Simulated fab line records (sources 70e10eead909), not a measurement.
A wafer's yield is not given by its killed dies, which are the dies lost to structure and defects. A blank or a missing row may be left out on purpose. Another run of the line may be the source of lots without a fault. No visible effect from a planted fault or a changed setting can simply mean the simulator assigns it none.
Comparing a struck lot with a sound one -- flow nand-harc -- 11 out of 1302 route steps
Sound: these wafers, L451.2, L451.3, L451.6. Wafers struck: L460.3, L460.4, L460.6. The cause is given at the end.
Each step with rows lists, per side, the tool, then ch with its chambers, then its first start. Under that, the readings that differ: sound wafers -- struck wafers -- difference of the means -- sigmas: that difference in standard deviations of wafers without a fault.
alike: readings whose means differ by less than 2 such deviations, and words and numbers that are the same on both sides. not compared: withheld readings, readings that some wafer has no value for, bounds like >300 that may hide the same value, and numbers for which the record gives no deviation and whose values overlap.
Wherever a step has rows on one side only, a row that says differs or no value, or a row with sigmas, the two part there. When numbers do not overlap yet have no deviation, they are printed without sigmas and do not part them. A reading that every wafer of one side lacks parts them only if that side has two wafers or more.

first, 1 step without rows for these wafers: NHARC_A_WL_FILL_SRD_14.
NHARC_A_WL_FILL_ALD_19: deposits TiN, target thk 2 nm, pulse time 3 s, ald cycles 100.
  sound on ald-metal-02 ch 0,1, day 22 00:57; struck on ald-metal-04 ch 2,3, day 25 16:07
  alike: heater-power-w, precursor-pulse-height-rel
NHARC_A_WL_FILL_CVD_20: deposits W, target thk 100 nm, time 74 s.
  sound on cvd-w-01 ch 1; struck on cvd-w-02 ch 0,1
reading,sound,struck,difference,sigmas
heater-power-w (W),759 751 761,949 947 970,+198,+2
  alike: mfc-ar-sccm, mfc-h2-sccm, throttle-valve-pct
NHARC_A_WL_FILL_CMP_12: polishes, t overpolish 30 s, target thk 100 nm.
  sound on cmp-03 ch 0,1, day 22 01:20; struck on cmp-03 ch 0,2,3, day 25 16:30
  alike: motor-current-A, overpolish-run-s, time-to-endpoint-s
after that, 1 step had no rows for these wafers: NHARC_A_WL_FILL_SRD_31.
NHARC_A_WL_FILL_INSPECT_15:
  sound on defect-inspect-01, day 22 01:47; struck on defect-inspect-02, day 25 16:58
  alike: raw-defect-count
NHARC_A_CONTACT_DEP_24: deposits SiO2, target thk 500 nm.
  sound on pecvd-03 ch 0,2, day 22 01:56; struck on pecvd-03 ch 1,2, day 25 17:05
  alike: heater-power-w, rf-fwd-power-W, showerhead-vpp-V, throttle-valve-pct
NHARC_A_CONTACT_DEP_28: deposits aC, target thk 7000 nm.
  sound on acl-dep-02 ch 0, day 22 04:24; struck on acl-dep-02 ch 0, day 25 19:04
  alike: throttle-valve-pct
NHARC_A_CONTACT_DEP_29: deposits SiON, target thk 100 nm.
  sound on pecvd-01 ch 0,1, day 22 07:57; struck on pecvd-03 ch 1,2, day 25 21:56
reading,sound,struck,difference,sigmas
rf-fwd-power-W (W),347.6 348.7 348.5,403.9 405.0 405.1,+56.4,+43
showerhead-vpp-V (V),1190 1085 1085,1224 1271 1231,+122,+2
  alike: heater-power-w
then, 1 step without rows for these wafers: NHARC_A_CONTACT_DEHYDRATE_32 (time 120 s).
-- break in the record here, with 3 days between the starts of the struck wafers on either side (left off in module A_CONTACT, picked up again in module END, where the first step shown is number 1302 on the route) --
NHARC_END_SORT_01:
  only the struck wafers appear in the record here, on prober-01 ch 0 at day 28 21:28; the sound ones have no rows

## WHERE THEY PART
Last at NHARC_END_SORT_01 as far as this record goes, first at NHARC_A_WL_FILL_CVD_20.

WHY: what the simulator had put in
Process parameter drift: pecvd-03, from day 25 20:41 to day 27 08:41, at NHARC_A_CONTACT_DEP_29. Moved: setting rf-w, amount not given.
